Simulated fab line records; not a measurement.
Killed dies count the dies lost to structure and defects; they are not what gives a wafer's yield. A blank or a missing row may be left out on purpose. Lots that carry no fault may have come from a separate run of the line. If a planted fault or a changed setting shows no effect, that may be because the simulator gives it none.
The tool behind it: which one? -- flow nand harc -- Sampling: 12 lots, 36 wafers, 6 of 1302 route steps

## WHAT THE GAUGES READ, wafer by wafer
NHARC_P_STI_INSPECT_11.
lot,measured,on,raw defect count
L330,day 2 20:26,defect inspect-02,5 0 7
L331,day 3 04:55,defect inspect-01,7 9 4
L332,day 3 15:05,defect inspect-02,6 8 8
L333,day 4 03:14,defect inspect-02,1 1 7
L334,day 4 11:38,defect inspect-02,6 8 4
L340,day 7 00:07,defect inspect-02,8 6 10
L341,day 7 11:58,defect inspect-02,8 3 5
L343,day 8 06:17,defect inspect-01,7 18 6
L349,day 10 21:50,defect inspect-01,7 7 9
L350,day 11 06:51,defect inspect-02,4 2 6
L352,day 11 22:14,defect inspect-01,6 7 9
L353,day 12 09:32,defect inspect-02,7 6 7

NHARC_P_GATE_CD_MEAS_26: the cd target is 120 nm.
lot,measured,on,cd nm (nm)
L330,day 4 23:48,cd sem-02,119.9 119.6 119.4
L331,day 5 13:02,cd sem-03,120.2 120.4 120.0
L332,day 5 16:01,cd sem-02,119.9 119.9 119.7
L333,day 6 08:20,cd sem-02,119.3 118.9 118.6
L334,day 6 14:26,cd sem-03,118.6 118.2 118.9
L340,day 9 02:44,cd sem-01,120.4 120.1 120.3
L341,day 9 16:09,cd sem-02,202.2 202.3 202.6
L343,day 10 11:44,cd sem-02,202.5 201.9 202.4
L349,day 13 04:59,cd sem-01,119.4 119.3 119.9
L350,day 13 15:30,cd sem-02,120.1 120.1 119.7
L352,day 14 06:43,cd sem-01,119.3 119.0 118.5
L353,day 14 14:20,cd sem-03,119.9 119.4 119.5

NHARC_END_SORT_01.
lot,measured,on,killed at array,killed at other,killed at periphery,killed dies,killed open,killed short
L341,day 29 00:37,prober-01,40 36 31,0 0 0,637 641 646,677 677 677,0 3 4,2 5 4
L343,day 29 13:30,prober-01,29 19 21,0 0 1,648 658 655,677 677 677,2 4 2,3 3 2

## WHICH TOOL RAN EACH LOT (tool, then ch and the chambers of the sampled wafers, then the start)
lot,NHARC_P_GATE_PEB_24,NHARC_P_GATE_ETCH_104,NHARC_P_GATE_ETCH_32
L330,"litho track-01 ch 0, day 4 23:43","rie diel-02 ch 0,3, day 5 00:04","rie si-01 ch 0,2,3, day 5 00:28"
L331,"litho track-01 ch 0, day 5 12:57","rie diel-02 ch 1,2,3, day 5 13:19","rie si-02 ch 0,1,2, day 5 13:41"
L332,"litho track-04 ch 0, day 5 15:56","rie diel-07 ch 1,2,3, day 5 16:17","rie si-03 ch 0,3, day 5 16:39"
L333,"litho track-06 ch 0, day 6 08:16","rie diel-07 ch 1,3, day 6 08:37","rie si-01 ch 0,3, day 6 08:59"
L334,"litho track-06 ch 0, day 6 14:22","rie diel-01 ch 0,2, day 6 14:43","rie si-03 ch 0,1,3, day 6 15:06"
L340,"litho track-01 ch 0, day 9 02:40","rie diel-01 ch 1,2, day 9 03:02","rie si-02 ch 0,3, day 9 03:28"
L341,"litho track-01 ch 0, day 9 16:05","rie diel-02 ch 0,2, day 9 16:26","rie si-01 ch 0,2,3, day 9 16:49"
L343,"litho track-01 ch 0, day 10 11:40","rie diel-02 ch 1,2,3, day 10 12:01","rie si-01 ch 0,1,3, day 10 12:25"
L349,"litho track-06 ch 0, day 13 04:54","rie diel-02 ch 1,2,3, day 13 05:16","rie si-01 ch 2,3, day 13 05:37"
L350,"litho track-04 ch 0, day 13 15:25","rie diel-07 ch 0,2, day 13 15:46","rie si-01 ch 0,2,3, day 13 16:10"
L352,"litho track-04 ch 0, day 14 06:38","rie diel-07 ch 0,2,3, day 14 06:59","rie si-01 ch 1,2, day 14 07:21"
L353,"litho track-01 ch 0, day 14 14:14","rie diel-01 ch 2,3, day 14 14:35","rie si-02 ch 0,2,3, day 14 15:01"
- NHARC_P_GATE_PEB_24: peb time 65 s.
- NHARC_P_GATE_ETCH_104: etches the open film in CF4/CHF3, target depth 60 nm.
- NHARC_P_GATE_ETCH_32: etches the open film in HBr/Cl2, target depth 150 nm, time 100.1 s.

## AS READ BY THE TOOLS THEMSELVES (means over the sampled wafers that have a number; for cases with no such wafer, the mark the record gives instead)
NHARC_P_GATE_PEB_24.
lot,tool,heater power total W (W),plate temp C (C)
L330,litho track-01,157.1,100.01
L331,litho track-01,156.6,99.98
L332,litho track-04,156.6,99.91
L333,litho track-06,156.5,99.98
L334,litho track-06,156.8,100.06
L340,litho track-01,156.9,99.84
L341,litho track-01,125.5,85.32
L343,litho track-01,125.4,85.25
L349,litho track-06,156.9,100.00
L350,litho track-04,156.9,100.10
L352,litho track-04,156.4,100.08
L353,litho track-01,156.8,99.91

NHARC_P_GATE_ETCH_104.
lot,tool,drypump motor current A (A),oes product au (a.u.),rf vpp V (V),showerhead plenum p Torr (Torr),throttle valve pct (%)
L330,rie diel-02,5.7,0.913,369.0,1.52,16.796
L331,rie diel-02,6.0,0.971,367.7,1.50,16.805
L332,rie diel-07,6.0,0.968,369.9,1.55,16.798
L333,rie diel-07,5.9,0.966,367.7,1.52,16.805
L334,rie diel-01,5.8,0.929,370.9,1.58,16.798
L340,rie diel-01,5.3,0.973,370.1,1.56,16.808
L341,rie diel-02,5.8,0.917,368.6,1.51,16.801
L343,rie diel-02,5.9,0.977,368.1,1.50,16.800
L349,rie diel-02,6.0,0.966,368.0,1.50,16.796
L350,rie diel-07,5.7,0.970,372.2,1.64,16.804
L352,rie diel-07,5.8,0.965,371.5,1.60,16.804
L353,rie diel-01,5.4,0.962,370.2,1.56,16.815

NHARC_P_GATE_ETCH_32.
lot,tool,drypump motor current A (A),he backside leak sccm (sccm),oes product au (a.u.),throttle valve pct (%)
L330,rie si-01,6.0,2.65,0.992,26.406
L331,rie si-02,5.8,2.77,0.992,26.405
L332,rie si-03,5.7,2.46,0.992,26.408
L333,rie si-01,5.9,2.65,0.986,26.413
L334,rie si-03,6.0,2.41,0.998,26.400
L340,rie si-02,5.5,2.58,0.993,26.404
L341,rie si-01,5.9,2.59,0.991,26.408
L343,rie si-01,5.9,2.77,0.990,26.417
L349,rie si-01,6.1,2.72,1.004,26.404
L350,rie si-01,6.0,2.70,0.997,26.392
L352,rie si-01,6.0,3.00,0.980,26.399
L353,rie si-02,5.8,2.67,1.008,26.403

## THE ANSWER, worked out from the rows above alone
Rule: the lots themselves supply what counts as usual. The widest of any qualifying gaps counts: lots, ordered by their means at a reading, are off when they make up no more than a third of the lots, leave a main group of 4 or more, and stand apart from it by 3 or more times the standard deviation of that group's means. Not used: any main group whose means are identical at the precision the tables above print for the reading. A lot without any number at a reading at which 4 lots or more have one is off too. The other lots that the step has rows for count as sound. The gauges are gone through in route order, then the tools' own readings, and for those a lot's mean is taken as printed above. The first step at which some lot is off is used, and at that step the reading that is off furthest; a lot without a number counts as furthest.
Off: L341, L343, at NHARC_P_GATE_CD_MEAS_26 (cd nm). Mean 119.5 nm and standard deviation 0.54 in the main group.
A tool fits if, at a process step before that reading, it ran every lot that is off, and no sound lot after the first of them. Not tried: the gauges at NHARC_P_GATE_CD_MEAS_26; whatever is off there is also off at NHARC_P_GATE_PEB_24, on other tools, and gauge error can't account for it. No candidate that was tried fits.

## WHAT THE SIMULATOR HAD INSERTED
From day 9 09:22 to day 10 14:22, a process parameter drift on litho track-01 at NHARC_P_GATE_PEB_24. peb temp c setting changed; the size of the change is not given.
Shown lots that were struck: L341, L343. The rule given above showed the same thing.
